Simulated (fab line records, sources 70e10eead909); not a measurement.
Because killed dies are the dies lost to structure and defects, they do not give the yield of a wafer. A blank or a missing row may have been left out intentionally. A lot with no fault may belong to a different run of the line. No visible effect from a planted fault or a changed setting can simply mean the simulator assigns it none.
Which tool is to blame? || flow nand-harc || 12 lots with 36 wafers sampled at 4 steps, on a route of 1159 steps

WHAT EACH GAUGE READ, for each wafer
NHARC_P_M0_OVL_MEAS_10: pitch 180 nm.
{"lot": "L074", "measured": "day 6 11:41", "on": "overlay-01", "overlay-x-nm (nm)": "0.2 0.0 0.1"}
{"lot": "L077", "measured": "day 6 13:22", "on": "overlay-02", "overlay-x-nm (nm)": "0.6 0.2 -0.4"}
{"lot": "L079", "measured": "day 6 18:22", "on": "overlay-01", "overlay-x-nm (nm)": "0.6 0.6 1.0"}
{"lot": "L082", "measured": "day 7 16:40", "on": "overlay-01", "overlay-x-nm (nm)": "0.4 0.5 0.5"}
{"lot": "L083", "measured": "day 8 10:29", "on": "overlay-01", "overlay-x-nm (nm)": "-0.1 -0.1 -0.2"}
{"lot": "L088", "measured": "day 9 03:27", "on": "overlay-01", "overlay-x-nm (nm)": "0.0 -0.1 0.3"}
{"lot": "L087", "measured": "day 9 04:17", "on": "overlay-01", "overlay-x-nm (nm)": "0.9 0.9 0.5"}
{"lot": "L089", "measured": "day 9 15:07", "on": "overlay-02", "overlay-x-nm (nm)": "1.2 0.7 1.0"}
{"lot": "L091", "measured": "day 10 16:44", "on": "overlay-01", "overlay-x-nm (nm)": "-1.1 -1.2 -0.5"}
{"lot": "L092", "measured": "day 10 17:57", "on": "overlay-01", "overlay-x-nm (nm)": "1.6 1.8 2.0"}
{"lot": "L095", "measured": "day 11 00:50", "on": "overlay-02", "overlay-x-nm (nm)": "-0.2 0.0 -0.4"}
{"lot": "L097", "measured": "day 11 08:05", "on": "overlay-01", "overlay-x-nm (nm)": "-0.1 0.0 0.3"}

EACH LOT AND THE TOOL THAT RAN IT (in order: tool; ch and the chambers of the sampled wafers; start)
{"lot": "L074", "NHARC_P_GATE_ETCH_32": "rie-si-01 ch 1,2,3, day 5 02:52", "NHARC_P_CONTACT_ETCH_35": "rie-diel-09 ch 0,1,2, day 5 23:43", "NHARC_P_CONTACT_CVD_23": "cvd-w-01 ch 0,1, day 6 11:41 or earlier"}
{"lot": "L077", "NHARC_P_GATE_ETCH_32": "rie-si-03 ch 1,2,3, day 5 09:48", "NHARC_P_CONTACT_ETCH_35": "rie-diel-13 ch 0,2,3, day 6 06:12", "NHARC_P_CONTACT_CVD_23": "cvd-w-02 ch 0,1, day 6 13:22 or earlier"}
{"lot": "L079", "NHARC_P_GATE_ETCH_32": "rie-si-04 ch 0,1,3, day 5 17:13", "NHARC_P_CONTACT_ETCH_35": "rie-diel-04 ch 0,1, day 6 13:01", "NHARC_P_CONTACT_CVD_23": "cvd-w-02 ch 0,1, day 6 18:22 or earlier"}
{"lot": "L082", "NHARC_P_GATE_ETCH_32": "rie-si-03 ch 2,3, day 6 10:50", "NHARC_P_CONTACT_ETCH_35": "rie-diel-13 ch 0,2, day 7 08:22", "NHARC_P_CONTACT_CVD_23": "cvd-w-01 ch 0,1, day 7 16:40 or earlier"}
{"lot": "L083", "NHARC_P_GATE_ETCH_32": "rie-si-01 ch 0,2,3, day 7 01:17", "NHARC_P_CONTACT_ETCH_35": "rie-diel-09 ch 2,3, day 7 22:07", "NHARC_P_CONTACT_CVD_23": "cvd-w-01 ch 0,1, day 8 10:29 or earlier"}
{"lot": "L088", "NHARC_P_GATE_ETCH_32": "rie-si-03 ch 0,2,3, day 7 23:44", "NHARC_P_CONTACT_ETCH_35": "rie-diel-09 ch 0,1,3, day 8 19:44", "NHARC_P_CONTACT_CVD_23": "cvd-w-02 ch 0,1, day 9 03:27 or earlier"}
{"lot": "L087", "NHARC_P_GATE_ETCH_32": "rie-si-01 ch 1,2,3, day 8 00:29", "NHARC_P_CONTACT_ETCH_35": "rie-diel-09 ch 0,1,2, day 8 20:56", "NHARC_P_CONTACT_CVD_23": "cvd-w-01 ch 0,1, day 9 04:17 or earlier"}
{"lot": "L089", "NHARC_P_GATE_ETCH_32": "rie-si-04 ch 0,2, day 8 14:38", "NHARC_P_CONTACT_ETCH_35": "rie-diel-09 ch 0,2, day 9 10:39", "NHARC_P_CONTACT_CVD_23": "cvd-w-01 ch 1, day 9 15:07 or earlier"}
{"lot": "L091", "NHARC_P_GATE_ETCH_32": "rie-si-03 ch 0,1, day 9 07:11", "NHARC_P_CONTACT_ETCH_35": "rie-diel-09 ch 0,3, day 10 02:58", "NHARC_P_CONTACT_CVD_23": "cvd-w-02 ch 0,1, day 10 16:44 or earlier"}
{"lot": "L092", "NHARC_P_GATE_ETCH_32": "rie-si-03 ch 1,2, day 9 08:43", "NHARC_P_CONTACT_ETCH_35": "rie-diel-04 ch 2,3, day 10 04:34", "NHARC_P_CONTACT_CVD_23": "cvd-w-02 ch 0,1, day 10 17:57 or earlier"}
{"lot": "L095", "NHARC_P_GATE_ETCH_32": "rie-si-04 ch 0,2,3, day 10 01:10", "NHARC_P_CONTACT_ETCH_35": "rie-diel-09 ch 2,3, day 10 20:51", "NHARC_P_CONTACT_CVD_23": "cvd-w-01 ch 0,1, day 11 00:50 or earlier"}
{"lot": "L097", "NHARC_P_GATE_ETCH_32": "rie-si-01 ch 1,2,3, day 10 07:15", "NHARC_P_CONTACT_ETCH_35": "rie-diel-13 ch 1,2, day 11 03:36", "NHARC_P_CONTACT_CVD_23": "cvd-w-01 ch 1, day 11 08:05 or earlier"}
- NHARC_P_GATE_ETCH_32: etches the open film in HBr/Cl2, target depth 150 nm, time 100.1 s.
- NHARC_P_CONTACT_ETCH_35: etches the open film in CF4, target depth 39 nm, time 65 s.
- NHARC_P_CONTACT_CVD_23: deposits W, target thk 200 nm, time 557 s.

THE ANSWER, worked out from the rows above alone
Rule: usual is defined by the lots themselves. Put in order of their means at a reading, lots are off if they are a third of the lots or fewer, leave a main group of 4 or more, and stand apart from it by a gap of 3 or more times the standard deviation of the main group's means; of several such gaps the widest counts. If all means in a main group match to the digits the tables above print for the reading, that group is not used. A lot without any number at a reading at which 4 lots or more have one is off too. The other lots that the step has rows for count as sound.
None of the lots is off at any reading shown; this tells nothing.

WHAT THE SIMULATOR HAD PUT IN
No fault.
